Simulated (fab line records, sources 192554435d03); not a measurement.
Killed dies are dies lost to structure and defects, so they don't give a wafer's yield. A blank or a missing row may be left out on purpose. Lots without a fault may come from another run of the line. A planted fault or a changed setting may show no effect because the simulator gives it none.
Chamber matching | flow n5_finfet | N5_BEOL_M1_CMP_52 on cmp-03: 4 sister chambers
The step polishes, stops on SiOC, t overpolish 6.8 s, target thk 40 nm. 16 wafers are shown with their chamber, then 8 later ones without.

WAFERS WITH THEIR CHAMBER
wafer  | chamber | motor_current_A (A) | time_to_endpoint_s (s) | retaining_ring_pressure_frac
L075.3 | 2       | 5.1                 | 61.2                   | 0.998
L075.4 | 0       | 6.2                 | 61.2                   | 0.992
L075.6 | 1       | 7.3                 | 60.2                   | 0.996
L077.2 | 0       | 6.4                 | 65.6                   | 1.011
L077.5 | 2       | 5.0                 | 63.3                   | 0.991
L077.6 | 1       | 7.2                 | 65.3                   | 1.000
L081.2 | 2       | 5.1                 | 61.2                   | 1.006
L081.5 | 0       | 6.3                 | 61.4                   | 1.000
L081.6 | 1       | 7.0                 | 60.1                   | 1.006
L082.1 | 1       | 7.0                 | 61.1                   | 1.004
L082.2 | 0       | 6.5                 | 63.4                   | 0.996
L082.3 | 2       | 4.9                 | 62.6                   | 0.997
L085.2 | 3       | 6.2                 | 66.4                   | 1.010
L085.4 | 0       | 6.1                 | 63.9                   | 0.996
L085.5 | 2       | 5.2                 | 64.1                   | 1.000
L087.3 | 1       | 7.1                 | 64.2                   | 1.000

SIGNATURES (means of the wafers above)
reading                      | chamber 0 | chamber 1 | chamber 2 | chamber 3 | scatter within a chamber
motor_current_A              | 6.300     | 7.120     | 5.060     | 6.200     | 0.135
time_to_endpoint_s           | 63.100    | 62.180    | 62.480    | 66.400    | 1.9
retaining_ring_pressure_frac | 0.99900   | 1.00120   | 0.99840   | 1.01000   | 0.0057
Rule: a wafer's distance from a chamber is the root of the sum, over the readings, of the square of ((its reading less the chamber's mean) divided by the reading's scatter). The wafer belongs to the nearest chamber; if the next one is less than 2 further off, it can't be placed. The scatter: the root of (the sum of the squares of (reading less its chamber's mean) over the shown wafers, divided by (wafers less chambers)).

WAFERS WITHOUT THEIR CHAMBER
wafer  | motor_current_A (A) | time_to_endpoint_s (s) | retaining_ring_pressure_frac
L087.4 | 6.2                 | 66.9                   | 1.000
L087.5 | 7.3                 | 61.5                   | 1.003
L093.2 | 6.1                 | 60.9                   | 1.001
L093.4 | 5.2                 | 58.9                   | 1.010
L093.5 | 7.5                 | 59.0                   | 0.999
L097.1 | 5.2                 | 62.8                   | 1.001
L097.3 | 6.2                 | 65.3                   | 1.005
L097.5 | 6.1                 | 65.5                   | 1.005

WHICH CHAMBER EACH WENT THROUGH
wafer  | from the rows above     | in truth
L087.4 | can't be placed: 3 or 0 | 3
L087.5 | 1                       | 1
L093.2 | can't be placed: 0 or 3 | 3
L093.4 | 2                       | 2
L093.5 | 1                       | 1
L097.1 | 2                       | 2
L097.3 | can't be placed: 3 or 0 | 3
L097.5 | can't be placed: 3 or 0 | 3
Placed correctly: 4 of 8. Can't be placed from these rows: 4 (the true chamber is among the candidates in 4). Placed wrongly: 0.
